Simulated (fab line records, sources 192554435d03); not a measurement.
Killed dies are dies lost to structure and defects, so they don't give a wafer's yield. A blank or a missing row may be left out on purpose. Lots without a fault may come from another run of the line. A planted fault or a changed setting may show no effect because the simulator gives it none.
One fault seen from 3 desks | flow n5_finfet | each desk has only its own numbers; what lay behind them comes last

THE METROLOGY DESK
What the gauges read, lot by lot, whatever tool the lot ran on: means of the sampled wafers that have a number. A lot is out of limits, marked OUT, if its mean lies more than 4 standard deviations from the usual mean; the brackets give that distance. Of its 11 readings 7 are shown: those that lie furthest out on some lot.
Columns: A = cd_nm at N5_BEOL_M2_CD_MEAS_18, usual 18.1 nm; B = DIBL_N at N5_BEOL_M4_RC_MEAS_101, usual 36.6 mV/V; C = DIBL_P at N5_BEOL_M4_RC_MEAS_101, usual 36.5 mV/V; D = IOFF_N at N5_BEOL_M4_RC_MEAS_101, usual 0.17 nA/um; E = ION_N at N5_BEOL_M4_RC_MEAS_101, usual 674 uA/um; F = SS_P at N5_BEOL_M4_RC_MEAS_101, usual 73.4 mV/dec; G = VT_P at N5_BEOL_M4_RC_MEAS_101, usual -250 mV
lot  | first seen here | A    | B    | C    | D    | E   | F    | G
L796 | day 7 18:25     | 18.1 | 35.4 | 36.5 | 0.15 | 667 | 72.6 | -254
L800 | day 7 23:21     | 18.3 | 37.0 | 35.1 | 0.15 | 649 | 73.3 | -253
L798 | day 7 23:49     | 18.3 | 38.8 | 37.3 | 0.20 | 688 | 74.1 | -251
L799 | day 8 03:49     | 18.2 | 35.5 | 34.4 | 0.17 | 676 | 73.0 | -245
L801 | day 8 04:36     | 17.9 | 38.5 | 39.4 | 0.23 | 689 | 74.3 | -246
L802 | day 8 05:31     | 17.6 | 40.6 | 41.2 | 0.24 | 688 | 74.6 | -249
L805 | day 8 21:10     | 17.5 | 36.6 | 37.2 | 0.17 | 678 | 73.9 | -246
L806 | day 9 10:24     | 18.3 | 34.8 | 34.7 | 0.13 | 666 | 73.3 | -248
L814 | day 10 22:56    | 18.3 | 36.9 | 37.3 | 0.17 | 671 | 73.8 | -249
L815 | day 11 11:18    | 18.4 | 37.0 | 37.5 | 0.18 | 680 | 73.3 | -247
L816 | day 11 14:41    | 18.3 | 36.2 | 36.3 | 0.17 | 673 | 73.7 | -254
L817 | day 12 11:46    | 18.2 | 38.1 | 39.9 | 0.21 | 685 | 74.5 | -249
This desk's finding: nothing out of limits on any of the 12 lots.

THE TOOL OWNER'S DESK: rie_metal-02
The tool's own readings at N5_BEOL_M2_HM_OPEN_17 (chemistry Cl2/BCl3, target TiN, target depth 20 nm, overetch 6 nm): means of the sampled wafers that have a number, for each lot that ran on this tool. A lot is out of limits, marked OUT, if its mean lies more than 4 standard deviations from the usual mean; the brackets give that distance.
Columns: A = bcl3_flow_sccm at N5_BEOL_M2_HM_OPEN_17, usual 21.77 sccm; B = bias_w at N5_BEOL_M2_HM_OPEN_17, usual 126.0 W; C = drypump_motor_current_A at N5_BEOL_M2_HM_OPEN_17, usual 5.6 A; D = he_backside_leak_sccm at N5_BEOL_M2_HM_OPEN_17, usual 3.49 sccm; E = oes_product_au at N5_BEOL_M2_HM_OPEN_17, usual 0.67 a.u.; F = throttle_valve_pct at N5_BEOL_M2_HM_OPEN_17, usual 22.03 %
lot  | first seen here | A     | B     | C   | D    | E    | F
L798 | day 7 23:38     | 21.73 | 126.2 | 5.9 | 3.36 | 0.75 | 21.94
L802 | day 8 05:20     | 21.73 | 126.0 | 5.9 | 3.49 | 0.74 | 21.94
L805 | day 8 20:59     | 21.80 | 126.3 | 5.8 | 3.33 | 0.73 | 21.93
L814 | day 10 22:17    | 21.82 | 126.4 | 5.7 | 3.36 | 0.71 | 21.91
L816 | day 11 14:16    | 21.74 | 125.5 | 5.7 | 3.39 | 0.70 | 21.90
This desk's finding: nothing out of limits on any of the 5 lots.

THE DEFECT DESK
What the inspections along the route counted, lot by lot: means of the sampled wafers that have a number. A lot is out of limits, marked OUT, if its mean lies more than 4 standard deviations from the usual mean; the brackets give that distance.
Columns: A = raw_defect_count at N5_BEOL_M2_INSPECT_13, usual 444
lot  | first seen here | A
L796 | day 7 17:54     | 390
L800 | day 7 22:50     | 436
L798 | day 7 23:11     | 373
L799 | day 8 02:39     | 436
L801 | day 8 03:52     | 473
L802 | day 8 05:02     | 546
L805 | day 8 20:41     | 496
L806 | day 9 09:50     | 468
L809 | day 10 19:02    | 364
L811 | day 10 19:27    | 447
L814 | day 10 21:59    | 296
L815 | day 11 10:44    | 298
L816 | day 11 13:58    | 586
L817 | day 12 10:52    | 392
This desk's finding: nothing out of limits on any of the 14 lots.

PUT TOGETHER
The metrology desk saw nothing out of limits.
The tool owner's desk saw nothing out of limits.
The defect desk saw nothing out of limits.

WHAT THE SIMULATOR HAD PUT IN
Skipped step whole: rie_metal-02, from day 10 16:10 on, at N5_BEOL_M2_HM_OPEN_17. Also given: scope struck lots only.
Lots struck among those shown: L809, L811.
